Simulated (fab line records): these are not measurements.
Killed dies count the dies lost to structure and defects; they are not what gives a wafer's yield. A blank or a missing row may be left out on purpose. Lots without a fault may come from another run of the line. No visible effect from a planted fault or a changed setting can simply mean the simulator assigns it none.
3 desks looking at one fault | flow nand harc | only its own numbers are on each desk; what lay behind them is given at the end

== METROLOGY DESK ==
What the gauges read, lot by lot, whatever tool the lot ran on: means of the sampled wafers that have a number. A lot is out of limits, marked OUT, if its mean lies more than 4 standard deviations from the usual mean; the brackets give that distance.
Columns: A = cd nm at NHARC_P_M0_CD_MEAS_09, usual 89.7 nm; B = overlay x nm at NHARC_P_M0_OVL_MEAS_10, usual 0.1 nm; C = overlay y nm at NHARC_P_M0_OVL_MEAS_10, usual 0.1 nm; D = cd nm at NHARC_P_M0_CD_MEAS_16, usual 90.0 nm
lot  | first seen here | A    | B    | C    | D
L302 | day 9 05:56     | 88.7 | 0.0  | 0.5  | 89.3
L303 | day 9 06:37     | 88.9 | -1.4 | 0.8  | 89.5
L309 | day 12 01:41    | 90.1 | -0.4 | -0.0 | 89.7
L310 | day 12 11:49    | 90.3 | 1.0  | -0.7 | 90.8
L311 | day 12 23:30    | 90.0 | 0.4  | -0.5 | 90.7
L314 | day 14 05:07    | 89.9 | 1.2  | 0.2  | 90.0
Finding of this desk: none of the 6 lots has anything out of limits.

== THE DEFECT DESK ==
What the inspections along the route counted, lot by lot: means of the sampled wafers that have a number. A lot is out of limits, marked OUT, if its mean lies more than 4 standard deviations from the usual mean; the brackets give that distance.
Columns: A = raw defect count at NHARC_P_CONTACT_INSPECT_27, usual 263; B = raw defect count at NHARC_P_M0_INSPECT_11, usual 4.0
lot  | first seen here | A   | B
L302 | day 9 05:02     | 245 | 1.0
L303 | day 9 05:43     | 270 | 2.3
L309 | day 12 00:47    | 483 | 3.7
L310 | day 12 10:55    | 199 | 3.7
L311 | day 12 22:43    | 417 | 5.7
L314 | day 14 04:13    | 349 | 2.7
Finding of this desk: none of the 6 lots has anything out of limits.

== AT THE TOOL OWNER'S DESK: litho track-01 ==
The tool's own readings at NHARC_P_M0_PEB_07 (peb time 65 s): means of the sampled wafers that have a number, for each lot that ran on this tool. A lot is out of limits, marked OUT, if its mean lies more than 4 standard deviations from the usual mean; the brackets give that distance.
Columns: A = heater power total W at NHARC_P_M0_PEB_07, usual 156.6 W; B = plate temp C at NHARC_P_M0_PEB_07, usual 99.99 C
lot  | first seen here | A                | B
L302 | day 9 05:51     | 160.8 (+9.7) OUT | -
L303 | day 9 06:32     | 160.4 (+8.8) OUT | -
L311 | day 12 23:25    | 156.5            | 100.20
This desk's finding: out of limits on L302, L303; first on L302, day 9 05:51 (heater power total W at NHARC_P_M0_PEB_07). L311: within limits.

== TAKEN TOGETHER ==
At day 9 05:51, on L302, L303, the tool owner's desk was in a position to raise an alarm.
At the metrology desk, nothing out of limits was observed.
Nothing out of limits was seen by the defect desk.
The metrology desk holds a record of L302, L303, inside its limits.
The defect desk has L302, L303 on record, within its limits.
All the named lots went through NHARC_P_M0_PEB_07 on litho track-01.

== WHAT THE SIMULATOR HAD PUT IN ==
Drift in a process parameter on litho track-01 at NHARC_P_M0_PEB_07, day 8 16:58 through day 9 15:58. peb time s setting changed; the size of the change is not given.
Lots struck among those shown: L302, L303.
Time in hours from fault onset to the first out-of-limits reading at each desk: the tool owner's desk, 13.
